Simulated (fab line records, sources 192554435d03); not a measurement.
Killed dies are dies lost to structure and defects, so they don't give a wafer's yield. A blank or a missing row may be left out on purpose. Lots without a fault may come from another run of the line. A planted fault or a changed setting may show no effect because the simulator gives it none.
Chamber matching | flow n5_finfet | N5_PMOS_HMC_CHANNEL_EPI_ETCH_38 on rie_si-03: 3 sister chambers
The step etches SiO2 in CF4, target depth 1.5 nm. 20 wafers are shown with their chamber, then 7 later ones without.

WAFERS WITH THEIR CHAMBER
wafer  | chamber | throttle_valve_pct (%) | drypump_motor_current_A (A) | oes_product_au (a.u.)
L077.1 | 2       | 22.18                  | 5.4                         | 1.001
L077.2 | 3       | 21.82                  | 4.9                         | 1.040
L077.5 | 2       | 22.20                  | 5.4                         | 1.001
L079.3 | 2       | 22.18                  | 5.4                         | 1.004
L079.4 | 0       | 21.58                  | 6.4                         | 1.035
L079.5 | 0       | 21.59                  | 6.3                         | 1.039
L080.2 | 0       | 21.57                  | 6.3                         | 1.023
L080.5 | 3       | 21.82                  | 4.9                         | 1.054
L080.6 | 2       | 22.21                  | 5.4                         | 0.995
L085.1 | 2       | 22.19                  | 5.4                         | 0.999
L085.2 | 3       | 21.81                  | 4.9                         | 1.042
L085.6 | 3       | 21.82                  | 4.9                         | 1.049
L088.2 | 0       | 21.58                  | 6.3                         | 1.042
L088.4 | 2       | 22.20                  | 5.4                         | 1.005
L088.5 | 0       | 21.58                  | 6.3                         | 1.030
L089.2 | 3       | 21.80                  | 4.9                         | 1.052
L089.3 | 0       | 21.58                  | 6.3                         | 1.018
L089.5 | 3       | 21.82                  | 4.9                         | 1.055
L091.1 | 2       | 22.20                  | 5.5                         | 1.002
L091.2 | 0       | 21.58                  | 6.3                         | 1.042

SIGNATURES (means of the wafers above)
reading                 | chamber 0 | chamber 2 | chamber 3 | scatter within a chamber
throttle_valve_pct      | 21.5800   | 22.1943   | 21.8150   | 0.00882
drypump_motor_current_A | 6.314     | 5.414     | 4.900     | 0.0318
oes_product_au          | 1.03271   | 1.00100   | 1.04867   | 0.00686
Rule: a wafer's distance from a chamber is the root of the sum, over the readings, of the square of ((its reading less the chamber's mean) divided by the reading's scatter). The wafer belongs to the nearest chamber; if the next one is less than 2 further off, it can't be placed. The scatter: the root of (the sum of the squares of (reading less its chamber's mean) over the shown wafers, divided by (wafers less chambers)).

WAFERS WITHOUT THEIR CHAMBER
wafer  | throttle_valve_pct (%) | drypump_motor_current_A (A) | oes_product_au (a.u.)
L091.3 | 21.80                  | 4.9                         | 1.056
L093.2 | 22.20                  | 5.4                         | 1.013
L093.4 | 21.82                  | 4.9                         | 1.055
L094.1 | 22.19                  | 5.4                         | 1.007
L094.5 | 21.81                  | 4.9                         | 1.051
L094.6 | 21.57                  | 6.3                         | 1.032
L097.4 | 21.81                  | 4.9                         | 1.047

WHICH CHAMBER EACH WENT THROUGH
wafer  | from the rows above | in truth
L091.3 | 3                   | 3
L093.2 | 2                   | 2
L093.4 | 3                   | 3
L094.1 | 2                   | 2
L094.5 | 3                   | 3
L094.6 | 0                   | 0
L097.4 | 3                   | 3
Placed correctly: 7 of 7. Can't be placed from these rows: 0. Placed wrongly: 0.
